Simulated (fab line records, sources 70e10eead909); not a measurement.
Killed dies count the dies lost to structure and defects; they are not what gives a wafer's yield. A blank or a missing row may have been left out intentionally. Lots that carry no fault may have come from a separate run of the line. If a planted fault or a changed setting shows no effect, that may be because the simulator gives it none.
Which tool is to blame? | flow nand harc | 13 lots, 39 wafers sampled, at 5 steps of a route of 1159

## WHAT THE GAUGES READ, wafer by wafer
NHARC_P_M2_CD_MEAS_09: target cd 170 nm.
lot  | measured     | on        | cd nm (nm)
L291 | day 6 12:56  | cd sem-02 | 170.1 170.4 169.6
L292 | day 6 18:41  | cd sem-01 | 169.9 170.6 169.7
L293 | day 6 19:15  | cd sem-01 | 170.5 170.0 170.0
L297 | day 7 11:32  | cd sem-03 | 170.6 170.4 170.4
L296 | day 7 11:46  | cd sem-03 | 170.2 170.4 171.0
L299 | day 8 07:14  | cd sem-03 | 173.4 178.7 171.8
L301 | day 8 22:19  | cd sem-01 | 171.3 170.0 170.9
L307 | day 10 10:20 | cd sem-01 | 170.8 169.6 169.7
L308 | day 10 11:50 | cd sem-02 | 170.2 169.8 170.2
L310 | day 10 23:15 | cd sem-01 | 169.8 169.2 169.1
L312 | day 11 05:52 | cd sem-02 | 170.6 169.4 170.2
L313 | day 11 15:34 | cd sem-01 | 169.7 169.4 169.5
L314 | day 12 05:53 | cd sem-01 | 170.1 169.2 169.7

NHARC_P_M2_OVL_MEAS_10: pitch 340 nm.
lot  | measured     | on         | overlay x nm (nm) | overlay y nm (nm)
L291 | day 6 13:01  | overlay-02 | -0.2 -0.3 -0.4    | -0.2 -0.3 -0.6
L292 | day 6 18:47  | overlay-01 | -1.1 -1.2 -1.3    | 0.1 0.4 0.9
L293 | day 6 19:20  | overlay-02 | -0.4 -1.0 -0.3    | 0.0 0.4 0.4
L297 | day 7 11:38  | overlay-02 | -0.7 -0.4 -0.8    | -1.3 -1.0 -2.0
L296 | day 7 11:52  | overlay-01 | -0.5 -0.3 -0.2    | -0.7 0.0 -0.4
L299 | day 8 07:19  | overlay-02 | -0.9 -1.2 -1.0    | 0.9 1.5 1.1
L301 | day 8 22:25  | overlay-01 | -0.6 -0.7 -0.7    | -1.3 -1.6 -1.3
L307 | day 10 10:26 | overlay-01 | -1.5 -2.0 -1.6    | 0.4 0.2 0.6
L308 | day 10 11:55 | overlay-02 | -1.6 -1.6 -1.8    | 0.4 0.3 -0.2
L310 | day 10 23:20 | overlay-02 | 1.6 0.8 1.0       | 0.5 0.6 0.6
L312 | day 11 05:57 | overlay-01 | -1.0 -0.5 -0.9    | 3.9 3.3 3.4
L313 | day 11 15:39 | overlay-01 | 0.7 0.3 0.5       | 0.1 0.3 0.9
L314 | day 12 05:58 | overlay-02 | -0.5 -0.4 -0.5    | 0.2 0.6 0.1

## TOOL THAT RAN EACH LOT (tool first, then ch and the chambers of the sampled wafers, then the start)
lot  | NHARC_P_M1_DEGAS_29          | NHARC_P_M1_CMP_23             | NHARC_P_M2_EXPOSE_06
L291 | pvd sputter-03, day 6 09:56  | cmp-01 ch 0,1, day 6 11:02    | arfi scanner-03 ch 0, day 6 12:47
L292 | pvd sputter-01, day 6 15:50  | cmp-01 ch 1,2,3, day 6 17:00  | arfi scanner-03 ch 0, day 6 18:33
L293 | pvd sputter-02, day 6 16:16  | cmp-02 ch 0,2,3, day 6 17:24  | arfi scanner-01 ch 0, day 6 19:07
L297 | pvd sputter-03, day 7 08:17  | cmp-03 ch 1,2, day 7 09:43    | arfi scanner-01 ch 0, day 7 11:24
L296 | pvd sputter-02, day 7 08:47  | cmp-01 ch 0,1, day 7 09:53    | arfi scanner-02 ch 0, day 7 11:37
L299 | pvd sputter-03, day 8 04:19  | cmp-03 ch 0,1, day 8 05:26    | arfi scanner-02 ch 0, day 8 07:06
L301 | pvd sputter-02, day 8 19:11  | cmp-01 ch 1,2,3, day 8 20:20  | arfi scanner-03 ch 0, day 8 22:11
L307 | pvd sputter-01, day 10 07:04 | cmp-03 ch 1,2, day 10 08:10   | arfi scanner-03 ch 0, day 10 10:12
L308 | pvd sputter-02, day 10 08:37 | cmp-02 ch 0,3, day 10 09:44   | arfi scanner-01 ch 0, day 10 11:42
L310 | pvd sputter-01, day 10 20:18 | cmp-03 ch 0,1,2, day 10 21:23 | arfi scanner-01 ch 0, day 10 23:07
L312 | pvd sputter-01, day 11 03:04 | cmp-03 ch 0,1, day 11 04:07   | arfi scanner-01 ch 0, day 11 05:44
L313 | pvd sputter-01, day 11 12:38 | cmp-03 ch 1,2, day 11 13:43   | arfi scanner-03 ch 0, day 11 15:25
L314 | pvd sputter-02, day 12 02:37 | cmp-03 ch 0,3, day 12 03:44   | arfi scanner-01 ch 0, day 12 05:44
- NHARC_P_M1_DEGAS_29: time 60 s.
- NHARC_P_M1_CMP_23: polishes, t overpolish 20 s, target thk 157.82 nm.
- NHARC_P_M2_EXPOSE_06: exposes mask P M2, target cd 170 nm.

## AS READ BY THE TOOLS THEMSELVES (means over the sampled wafers that have a number; for cases with no such wafer, the mark the record gives instead)
NHARC_P_M1_DEGAS_29.
lot  | tool           | heater power w (W)
L291 | pvd sputter-03 | 304
L292 | pvd sputter-01 | 343
L293 | pvd sputter-02 | 329
L297 | pvd sputter-03 | 392
L296 | pvd sputter-02 | 315
L299 | pvd sputter-03 | 315
L301 | pvd sputter-02 | 364
L307 | pvd sputter-01 | 353
L308 | pvd sputter-02 | 348
L310 | pvd sputter-01 | 387
L312 | pvd sputter-01 | 371
L313 | pvd sputter-01 | 361
L314 | pvd sputter-02 | 324

NHARC_P_M1_CMP_23.
lot  | tool   | motor current A (A) | time to endpoint s (s)
L291 | cmp-01 | 13.3                | 28.4
L292 | cmp-01 | 13.3                | 29.4
L293 | cmp-02 | 11.6                | 26.2
L297 | cmp-03 | 10.5                | 28.7
L296 | cmp-01 | 13.1                | 28.3
L299 | cmp-03 | 10.7                | 28.5
L301 | cmp-01 | 13.2                | 30.1
L307 | cmp-03 | 10.5                | 29.0
L308 | cmp-02 | 11.7                | 30.3
L310 | cmp-03 | 10.9                | 25.9
L312 | cmp-03 | 10.8                | 29.3
L313 | cmp-03 | 11.4                | 31.4
L314 | cmp-03 | 11.2                | 24.8

## THE ANSWER, worked out from the rows above alone
Rule: what is usual is taken from the lots themselves. The widest of any qualifying gaps counts: lots, ordered by their means at a reading, are off when they make up no more than a third of the lots, leave a main group of 4 or more, and stand apart from it by 3 or more times the standard deviation of that group's means. The tables above print the reading to a certain number of digits; a main group whose means all agree to those digits is not used. Also off: a lot with no number at a reading for which 4 or more lots have one. Any other lot the step has rows for is counted as sound. First the gauges in route order, then the tools' own readings, where a lot's mean is used as printed above. The first step at which some lot is off is used, and at that step the reading that is off furthest; a lot without a number counts as furthest.
Off: L299 (NHARC_P_M2_CD_MEAS_09, cd nm). For the main group the mean is 170.1 nm and the standard deviation 0.38.
If a tool, at a process step before that reading, ran all the lots that are off and no sound lot after the first of them, it fits. The gauges at NHARC_P_M2_CD_MEAS_09 are tried like those tools. Can't be told from this: 3 tools fit, pvd sputter-03 at NHARC_P_M1_DEGAS_29, arfi scanner-02 at NHARC_P_M2_EXPOSE_06, cd sem-03 at NHARC_P_M2_CD_MEAS_09.

## WHAT HAD BEEN PUT IN BY THE SIMULATOR
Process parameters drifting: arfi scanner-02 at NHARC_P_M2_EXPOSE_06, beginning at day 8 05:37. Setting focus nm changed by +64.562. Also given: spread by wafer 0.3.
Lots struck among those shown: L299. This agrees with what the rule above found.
